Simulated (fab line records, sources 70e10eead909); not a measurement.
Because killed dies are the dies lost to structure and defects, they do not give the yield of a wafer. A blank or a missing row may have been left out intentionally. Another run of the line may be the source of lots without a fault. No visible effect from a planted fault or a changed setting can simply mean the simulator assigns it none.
Tool commonality check -- flow nand harc -- Lots sampled 14, wafers sampled 42

## WHAT PROMPTED THE OPENING
At NHARC_P_CONTACT_CD_MEAS_12 the reading cd nm is flagged on 2 of 14 lots. Wafers without a fault read 90.2 nm, standard deviation 0.58.
Rule: a lot is flagged when every wafer of it that has a number lies more than 4 standard deviations from that mean, or none has a number. The rest of the lots are taken to be sound.

lot,measured,on,"cd nm (nm), wafer by wafer",flag
L171,day 6 01:12,cd sem-03,89.5 89.9 90.5,
L172,day 6 06:44,cd sem-02,89.7 90.2 89.7,
L173,day 6 16:34,cd sem-01,90.0 90.1 90.0,
L174,day 7 07:28,cd sem-01,90.0 90.5 90.7,
L175,day 7 19:50,cd sem-02,90.1 90.9 89.8,
L177,day 8 17:16,cd sem-03,90.3 90.5 90.7,
L178,day 9 00:33,cd sem-02,89.8 89.9 89.8,
L183,day 10 20:41,cd sem-03,99.2 98.7 98.0,FLAGGED
L185,day 11 19:43,cd sem-03,99.4 99.6 99.2,FLAGGED
L188,day 13 00:38,cd sem-02,90.1 90.7 90.5,
L190,day 13 17:04,cd sem-03,90.2 91.2 90.6,
L191,day 14 03:25,cd sem-01,90.6 89.1 90.7,
L193,day 14 19:13,cd sem-02,90.2 90.6 90.6,
L192,day 14 20:02,cd sem-02,89.4 91.2 90.1,
The mean of the flagged lots' numbers is 99.0 nm, +8.8 nm from the usual (+15 standard deviations).

## WHICH TOOL EACH LOT WENT THROUGH
Before the reading, the record contains 3 process steps out of a 1302-step route. Each cell gives the tool, then ch followed by the chambers the sampled wafers passed through, then the start.
lot,flag,NHARC_P_GATE_STRIP_75,NHARC_P_GATE_STRIP_113,NHARC_P_CONTACT_PEB_10
L171,,"plasma asher-02 ch 0,1, day 5 18:07","plasma asher-01 ch 0,1, day 5 21:03","litho track-01 ch 0, day 6 01:07"
L172,,"plasma asher-01 ch 0,1, day 5 23:30","plasma asher-01 ch 0,1, day 6 02:45","litho track-01 ch 0, day 6 06:40"
L173,,"plasma asher-01 ch 0,1, day 6 08:50","plasma asher-01 ch 0,1, day 6 12:06","litho track-04 ch 0, day 6 16:29"
L174,,"plasma asher-02 ch 0, day 7 00:14","plasma asher-02 ch 1, day 7 03:26","litho track-06 ch 0, day 7 07:22"
L175,,"plasma asher-02 ch 0,1, day 7 12:31","plasma asher-01 ch 0,1, day 7 16:02","litho track-04 ch 0, day 7 19:45"
L177,,"plasma asher-02 ch 0,1, day 8 09:52","plasma asher-01 ch 0,1, day 8 13:16","litho track-01 ch 0, day 8 17:11"
L178,,"plasma asher-01 ch 0,1, day 8 17:04","plasma asher-02 ch 0,1, day 8 20:25","litho track-01 ch 0, day 9 00:28"
L183,FLAGGED,"plasma asher-02 ch 0,1, day 10 13:18","plasma asher-02 ch 0,1, day 10 16:34","litho track-01 ch 0, day 10 20:37"
L185,FLAGGED,"plasma asher-01 ch 0,1, day 11 12:04","plasma asher-01 ch 0,1, day 11 15:35","litho track-01 ch 0, day 11 19:38"
L188,,"plasma asher-01 ch 0,1, day 12 16:46","plasma asher-01 ch 0,1, day 12 19:59","litho track-06 ch 0, day 13 00:34"
L190,,"plasma asher-02 ch 0,1, day 13 09:34","plasma asher-02 ch 0,1, day 13 13:14","litho track-04 ch 0, day 13 16:58"
L191,,"plasma asher-01 ch 0,1, day 13 20:31","plasma asher-01 ch 0,1, day 13 23:46","litho track-04 ch 0, day 14 03:20"
L193,,"plasma asher-02 ch 0,1, day 14 11:24","plasma asher-02 ch 0,1, day 14 15:05","litho track-04 ch 0, day 14 19:08"
L192,,"plasma asher-01 ch 0,1, day 14 12:43","plasma asher-01 ch 0,1, day 14 15:54","litho track-04 ch 0, day 14 19:58"
What the steps here do:
- NHARC_P_GATE_STRIP_75: strips in O2.
- NHARC_P_GATE_STRIP_113: strips in N2/H2, time 740 s.
- NHARC_P_CONTACT_PEB_10: peb time 65 s.
- NHARC_P_CONTACT_CD_MEAS_12: target cd 90 nm.

## FLAGGED AGAINST TOTAL, ONE TOOL AT A TIME (gauges that did the reading follow at the end)
step,tool,lots run,flagged,share of the flagged lots,sound lots run after its first flagged lot
NHARC_P_GATE_STRIP_75,plasma asher-01,7,1,some,"3 (L188,L191,L192)"
NHARC_P_GATE_STRIP_75,plasma asher-02,7,1,some,"2 (L190,L193)"
NHARC_P_GATE_STRIP_113,plasma asher-01,9,1,some,"3 (L188,L191,L192)"
NHARC_P_GATE_STRIP_113,plasma asher-02,5,1,some,"2 (L190,L193)"
NHARC_P_CONTACT_PEB_10,litho track-01,6,2,all,0
NHARC_P_CONTACT_PEB_10,litho track-04,6,0,none,-
NHARC_P_CONTACT_PEB_10,litho track-06,2,0,none,-
NHARC_P_CONTACT_CD_MEAS_12,cd sem-01,3,0,none,-
NHARC_P_CONTACT_CD_MEAS_12,cd sem-02,6,0,none,-
NHARC_P_CONTACT_CD_MEAS_12,cd sem-03,5,2,all,1 (L190)

## WHAT THE TABLE ALLOWS
2 rows of the table ran every flagged lot: litho track-01 at NHARC_P_CONTACT_PEB_10, cd sem-03 at NHARC_P_CONTACT_CD_MEAS_12.
- litho track-01 at NHARC_P_CONTACT_PEB_10 ran 6 lots, 2 of them flagged. A fault beginning between L178 (day 9 00:28), its last sound lot, and L183 (day 10 20:37), its first flagged one, fits the data.
- cd sem-03 at NHARC_P_CONTACT_CD_MEAS_12 ran 5 lots, 2 of them flagged. Sound lots followed the first flagged one (L190) on it, something a lasting fault affecting the whole tool could not allow.
Left over: one tool, litho track-01 at NHARC_P_CONTACT_PEB_10.

## WHAT THE SIMULATOR HAD PUT IN
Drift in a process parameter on litho track-01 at NHARC_P_CONTACT_PEB_10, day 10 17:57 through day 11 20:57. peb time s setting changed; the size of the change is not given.
Struck lots among those shown: L183, L185. The same result came from the rule above.
